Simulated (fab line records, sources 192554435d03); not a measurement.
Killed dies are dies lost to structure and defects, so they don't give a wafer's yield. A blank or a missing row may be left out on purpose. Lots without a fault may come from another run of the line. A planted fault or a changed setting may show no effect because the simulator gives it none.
Split-lot experiment | flow n5_finfet | 7 lots, 21 wafers read, on a route of 1938 steps

THE SPLIT
At N5_BEOL_M0_SAQP_COAT_105 (time 60 s, resist thk 100 nm), the setting spin_rpm was moved away from the recipe's 1500 rpm on 9 of the 21 wafers read, by -8.5% to +10.1%. The other wafers ran this setting at the recipe's value.

The reading is taken at the split's own step.

THE READING
SOC_of_BEOL_M0_SAQP_COAT_105.thk_nm (the simulator's own value, which no gauge read), in nm, at N5_BEOL_M0_SAQP_COAT_105 (time 60 s, resist thk 100 nm). The file gives no usual value for it. The 12 wafers here that ran the recipe average 100.0 nm, standard deviation 0.32 nm.

wafer  | tool, chamber at the split | spin_rpm as run, rpm | against the recipe | SOC_of_BEOL_M0_SAQP_COAT_105.thk_nm, nm | against lot-mates on the recipe
L078.1 | litho_track-01, 0          | 1582                 | +5.5%              | 97.4                                    | -2.6
L078.6 | litho_track-01, 0          | 1582                 | +5.5%              | 97.4                                    | -2.6
L078.2 | litho_track-01, 0          | 1500                 | recipe             | 100                                     | -
L079.3 | litho_track-03, 0          | 1639                 | +9.3%              | 95.8                                    | no lot-mate on the recipe
L079.4 | litho_track-03, 0          | 1639                 | +9.3%              | 95.8                                    | no lot-mate on the recipe
L079.5 | litho_track-03, 0          | 1639                 | +9.3%              | 95.2                                    | no lot-mate on the recipe
L087.3 | litho_track-05, 0          | 1500                 | recipe             | 99.8                                    | -
L087.4 | litho_track-05, 0          | 1500                 | recipe             | 99.6                                    | -
L087.6 | litho_track-05, 0          | 1500                 | recipe             | 99.4                                    | -
L088.4 | litho_track-03, 0          | 1372                 | -8.5%              | 104.4                                   | +4.4
L088.5 | litho_track-03, 0          | 1372                 | -8.5%              | 104.4                                   | +4.4
L088.6 | litho_track-03, 0          | 1500                 | recipe             | 100                                     | -
L091.1 | litho_track-03, 0          | 1500                 | recipe             | 100                                     | -
L091.3 | litho_track-03, 0          | 1500                 | recipe             | 100.4                                   | -
L091.4 | litho_track-03, 0          | 1500                 | recipe             | 100.6                                   | -
L093.1 | litho_track-05, 0          | 1651                 | +10.1%             | 95                                      | -5.0
L093.3 | litho_track-05, 0          | 1500                 | recipe             | 100                                     | -
L093.4 | litho_track-05, 0          | 1651                 | +10.1%             | 95.2                                    | -4.8
L097.2 | litho_track-03, 0          | 1500                 | recipe             | 100                                     | -
L097.5 | litho_track-03, 0          | 1500                 | recipe             | 100                                     | -
L097.4 | litho_track-03, 0          | 1500                 | recipe             | 99.6                                    | -

THE FIT
A straight line over all 21 wafers: SOC_of_BEOL_M0_SAQP_COAT_105.thk_nm changes by -0.489 nm for each +1% of spin_rpm; r = -0.99; the points scatter about the line by 0.3 nm.
The same after taking each lot's own level away (the mean of its wafers on the recipe; 18 wafers): -0.497 nm for each +1%; r = -1.00; scatter 0.17 nm.
On that fit, the largest move of spin_rpm shifts the reading by 5 nm.
The lots' own levels span 99.60 to 100.33 nm, that is 2.3 times the standard deviation above.
So the lot-to-lot level changes the slope little: the two slopes agree.
Check: with one of the wafers moved furthest among these (+10.1%) left out of the fit, the line predicts -4.94 nm for it against its lot-mates. It came out at -5 nm against them.

OTHER SPLITS ON THESE WAFERS
These wafers also went through other splits before the reading. Each is held against what the fit with the lots' levels taken away leaves over:
other split on the same wafers               | wafers away from the commonest value | r with SOC_of_BEOL_M0_SAQP_COAT_105.thk_nm (lot level and that fit taken away)
N5_HKMG_FIN_ETCH_31 bias_w                   | 7                                    | -0.03
N5_MOL_CONTACT_COAG_CONTACT_ETCH_14 source_w | 4                                    | -0.26
N5_MOL_CONTACT_COAG_ETCHBACK_135 time_s      | 7                                    | +0.06
N5_MOL_CONTACT_COAG_VIA_ETCH_46 bias_w       | 6                                    | -0.05

THE FILE'S OWN FIT
SOC_of_BEOL_M0_SAQP_COAT_105.thk_nm changes by -0.495 nm for each +1% of spin_rpm, r = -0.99.
